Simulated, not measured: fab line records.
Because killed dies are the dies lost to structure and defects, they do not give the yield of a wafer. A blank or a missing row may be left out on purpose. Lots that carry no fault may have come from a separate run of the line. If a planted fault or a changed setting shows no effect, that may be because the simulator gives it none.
One fault seen from 3 desks    flow n5Finfet    numbers are kept per desk, each desk with only its own; the story behind them comes last

THE TOOL OWNER'S DESK: aldMetal-01
The tool's own readings at N5_HKMG_FIN_ALD_79 (deposits TiN, target thk 1.5 nm, pulse time 1 s, purge time 3 s): means of the sampled wafers that have a number, for each lot that ran on this tool. The brackets show how far a lot's mean lies from the usual mean; more than 4 standard deviations puts the lot out of limits, marked OUT.
Columns: A = heaterPowerW at N5_HKMG_FIN_ALD_79, usual 910 W; B = precursorPulseHeightRel at N5_HKMG_FIN_ALD_79, usual 1.001
lot   first seen here  A    B
L568  day 5 13:34      924  1.004
L570  day 6 02:02      806  1.010
L574  day 7 03:24      874  0.995
L585  day 9 22:03      823  0.983
This desk's verdict: no lot among the 4 shows anything out of limits.

THE DEFECT DESK
Per lot, the means of the sampled wafers with a number show what the inspections along the route counted. The brackets show how far a lot's mean lies from the usual mean; more than 4 standard deviations puts the lot out of limits, marked OUT.
Columns: A = rawDefectCount at N5_HKMG_FIN_INSPECT_61, usual 2.2
lot   first seen here  A
L564  day 4 11:43      1.7
L568  day 5 12:07      0.5
L570  day 6 00:25      3.0
L573  day 6 22:05      2.0
L574  day 7 02:00      1.0
L582  day 9 04:46      2.3
L585  day 9 20:33      0.7
This desk's verdict: no lot among the 7 shows anything out of limits.

AT THE METROLOGY DESK
Lot by lot, what the gauges showed, no matter which tool ran the lot: averages of those sampled wafers that carry a number. The brackets show how far a lot's mean lies from the usual mean; more than 4 standard deviations puts the lot out of limits, marked OUT. It has 10 readings; the 7 that lie furthest out on some lot are the ones shown.
Columns: A = DIBL_P at N5_BEOL_M4_RC_MEAS_101, usual 36.6 mV/V; B = IOFF_N at N5_BEOL_M4_RC_MEAS_101, usual 0.16 nA/um; C = IOFF_P at N5_BEOL_M4_RC_MEAS_101, usual 0.21 nA/um; D = ION_N at N5_BEOL_M4_RC_MEAS_101, usual 675 uA/um; E = ION_P at N5_BEOL_M4_RC_MEAS_101, usual 460 uA/um; F = VT_N at N5_BEOL_M4_RC_MEAS_101, usual 249 mV; G = VT_P at N5_BEOL_M4_RC_MEAS_101, usual -252 mV
lot   first seen here  A     B     C     D    E    F    G
L564  day 8 10:17      38.1  0.19  0.25  682  468  249  -247
L568  day 9 08:05      36.0  0.17  0.21  680  463  246  -251
L570  day 9 11:25      37.5  0.22  0.26  686  468  243  -246
L574  day 11 02:20     33.9  0.14  0.16  660  446  252  -254
L573  day 11 02:31     35.7  0.14  0.21  668  462  253  -249
L582  day 12 22:54     36.4  0.15  0.19  671  459  252  -254
L585  day 13 09:04     35.3  0.16  0.20  672  463  249  -252
This desk's verdict: no lot among the 7 shows anything out of limits.

ALL TOGETHER
Nothing out of limits was seen by the tool owner's desk.
The defect desk saw nothing out of limits.
Nothing out of limits was seen by the metrology desk.

WHAT HAD BEEN PUT IN BY THE SIMULATOR
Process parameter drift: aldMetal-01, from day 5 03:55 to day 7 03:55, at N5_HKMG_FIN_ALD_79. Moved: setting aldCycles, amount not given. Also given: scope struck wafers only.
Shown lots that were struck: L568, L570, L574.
